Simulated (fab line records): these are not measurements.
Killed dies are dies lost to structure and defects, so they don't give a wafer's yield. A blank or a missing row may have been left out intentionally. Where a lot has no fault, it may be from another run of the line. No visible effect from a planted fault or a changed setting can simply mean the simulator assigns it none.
Commonality check across tools    flow nand-harc    Lots sampled 3, wafers sampled 9

== REASON FOR OPENING ==
On 2 of the 3 lots, a flag is raised at NHARC_END_SORT_01 on the reading killed-at-periphery. No-fault wafers: 5, standard deviation 3.4.
Rule: a lot is flagged when every wafer of it that has a number lies more than 4 standard deviations from that mean, or none has a number. All remaining lots are regarded as sound.

lot   measured      on         killed-at-periphery, wafer by wafer  flag
L631  day 30 07:26  prober-01  5 2 1                                
L637  day 33 04:06  prober-01  313 306 341                          FLAGGED
L639  day 33 11:53  prober-01  324 341 337                          FLAGGED
Average over the flagged lots: 327; offset from the usual +322, equal to +95 standard deviations.

== WHICH TOOL RAN EACH LOT ==
The record holds 3 process steps before the reading, out of a route of 1302 steps. Cell contents, in order: the tool; ch with the chambers the sampled wafers went through; the start.
lot   flag     NHARC_P_BONDPAD_CMP_32         NHARC_THIN_TSV_CMP_01          NHARC_THIN_TSV_DEP_47
L631           cmp-03 ch 2,3, day 12 19:50    cmp-01 ch 0,1,3, day 29 14:20  pecvd-03 ch 0,1,2, day 29 17:31
L637  FLAGGED  cmp-03 ch 1,2,3, day 15 05:23  cmp-02 ch 0,3, day 32 11:08    pecvd-01 ch 0,2, day 32 14:19
L639  FLAGGED  cmp-03 ch 2,3, day 15 14:43    cmp-03 ch 0,1, day 32 18:24    pecvd-01 ch 0,1,2, day 32 21:47
What is done by these steps:
- NHARC_P_BONDPAD_CMP_32: polishes SiCN, target thk 200 nm.
- NHARC_THIN_TSV_CMP_01: polishes.
- NHARC_THIN_TSV_DEP_47: deposits SiO2, target thk 200 nm.
- NHARC_END_SORT_01

== FLAGGED AGAINST TOTAL, ONE TOOL AT A TIME (gauges that did the reading follow at the end) ==
step                    tool       lots run  flagged  share of the flagged lots  sound lots run after its first flagged lot
NHARC_P_BONDPAD_CMP_32  cmp-03     3         2        all                        0
NHARC_THIN_TSV_CMP_01   cmp-01     1         0        none                       -
NHARC_THIN_TSV_CMP_01   cmp-02     1         1        some                       0
NHARC_THIN_TSV_CMP_01   cmp-03     1         1        some                       0
NHARC_THIN_TSV_DEP_47   pecvd-01   2         2        all                        0
NHARC_THIN_TSV_DEP_47   pecvd-03   1         0        none                       -
NHARC_END_SORT_01       prober-01  3         2        all                        0

== WHAT THE TABLE PERMITS ==
Rows of the table that ran every flagged lot, 3 in all: cmp-03 at NHARC_P_BONDPAD_CMP_32, pecvd-01 at NHARC_THIN_TSV_DEP_47, prober-01 at NHARC_END_SORT_01.
- cmp-03 at NHARC_P_BONDPAD_CMP_32: 2 of its 3 lots flagged. Its last sound lot is L631 (day 12 19:50), its first flagged lot L637 (day 15 05:23): a fault that began between those two fits.
- pecvd-01 at NHARC_THIN_TSV_DEP_47: 2 of its 2 lots flagged. Because this sample shows no sound lot run on it before its first flagged lot, the start cannot be pinned down more closely.
- prober-01 at NHARC_END_SORT_01: 2 of its 3 lots flagged. Its last sound lot is L631 (day 30 07:26), its first flagged lot L637 (day 33 04:06): a fault that began between those two fits.
Counting lots can't tell these 3 tools apart, because each fits a fault that began at some hour. More lots, or a look at what each step does to the wafer, might.

== WHAT THE SIMULATOR HAD INSERTED ==
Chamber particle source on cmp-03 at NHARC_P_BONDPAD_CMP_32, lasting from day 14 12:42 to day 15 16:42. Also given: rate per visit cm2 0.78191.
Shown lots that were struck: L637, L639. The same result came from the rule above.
